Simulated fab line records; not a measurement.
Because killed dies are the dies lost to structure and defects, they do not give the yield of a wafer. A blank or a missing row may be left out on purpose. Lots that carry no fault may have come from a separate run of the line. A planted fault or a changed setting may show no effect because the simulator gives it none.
Matching of chambers | flow nand_harc | NHARC_A_STAIRCASE_ETCH_232 on rie_diel-10: 4 sister chambers
The step etches the open film in C4F8/O2, target depth 100 nm, time 40.5 s. 8 wafers are shown with their chamber, then 7 later ones without.

== WAFERS, EACH WITH ITS CHAMBER ==
wafer  | chamber | rf_vpp_V (V) | run_length_s (s)
L474.3 | 3       | 900          | 62.4
L475.1 | 0       | 896          | 62.2
L475.6 | 1       | 904          | 61.8
L479.1 | 3       | 898          | 61.9
L481.2 | 2       | 891          | 62.4
L481.5 | 2       | 891          | 62.6
L489.1 | 1       | 903          | 61.9
L489.4 | 0       | 895          | 62.2

== WAFERS MISSING THEIR CHAMBER ==
wafer  | rf_vpp_V (V) | run_length_s (s)
L489.5 | 890          | 62.4
L490.1 | 895          | 62.4
L490.3 | 896          | 62.0
L490.4 | 889          | 62.4
L492.4 | 902          | 61.9
L492.5 | 895          | 62.1
L492.6 | 895          | 62.3

== WHICH CHAMBER EACH ONE RAN IN ==
wafer  | from the rows above     | in truth
L489.5 | 2                       | 2
L490.1 | 0                       | 0
L490.3 | 0                       | 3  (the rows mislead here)
L490.4 | 2                       | 2
L492.4 | can't be placed: 1 or 3 | 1
L492.5 | 0                       | 0
L492.6 | 0                       | 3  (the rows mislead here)
4 of 7 placed correctly. Cannot be placed on the basis of these rows: 1; the candidates contain the true chamber in 1. Placed wrongly: 2.
How it was worked out, from the rows above alone: a wafer's distance from a chamber is the root of the sum, over the readings, of the square of ((its reading less the chamber's mean) divided by the reading's scatter). The wafer belongs to the nearest chamber; if the next one is less than 2 further off, it can't be placed. Each chamber's mean is taken over the wafers shown for it. How the scatter is found: for the shown wafers, subtract from each reading the mean of its chamber, square and add these, divide the total by (wafers less chambers), then take the root.
